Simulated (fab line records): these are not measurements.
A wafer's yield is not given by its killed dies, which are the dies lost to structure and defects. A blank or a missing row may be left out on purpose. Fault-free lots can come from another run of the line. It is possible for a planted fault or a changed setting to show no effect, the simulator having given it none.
Chamber matching ; flow n5Finfet ; N5_PASSIVATION_PECVD_53 on pecvd-04: 3 sister chambers
The step deposits SiO2 from TEOS/O2, target thk 800 nm, time 169.4 s. 3 wafers are shown with their chamber, then 6 later ones without.

== WAFERS PAIRED WITH THEIR CHAMBERS ==
wafer;chamber;runLengthS (s)
L615.1;0;196.6
L615.3;2;197.8
L618.4;1;197.1

== WAFERS WITHOUT THEIR CHAMBER ==
wafer;runLengthS (s)
L618.6;198.0
L620.1;195.9
L620.2;196.7
L620.4;195.9
L621.5;197.4
L626.4;198.3

== WHICH CHAMBER EACH ONE RAN IN ==
wafer;from the rows above;in truth
L618.6;can't be placed: 2 or 1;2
L620.1;can't be placed: 0 or 1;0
L620.2;can't be placed: 0 or 1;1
L620.4;can't be placed: 0 or 1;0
L621.5;can't be placed: 1 or 2 or 0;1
L626.4;can't be placed: 2 or 1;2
0 of 6 placed correctly. Not placeable from these rows: 6 (in 6, the candidates include the true chamber). Placed wrongly: 0.
How it was worked out, from the rows above alone: a wafer's distance from a chamber is the root of the sum, over the readings, of the square of ((its reading less the chamber's mean) divided by the reading's scatter). The wafer belongs to the nearest chamber; if the next one is less than 2 further off, it can't be placed. For every chamber, the mean is computed from those of its wafers that are shown. The scatter (one wafer shown for each chamber): square how far every hidden wafer sits from the nearest shown wafer, average those squares and take the square root.
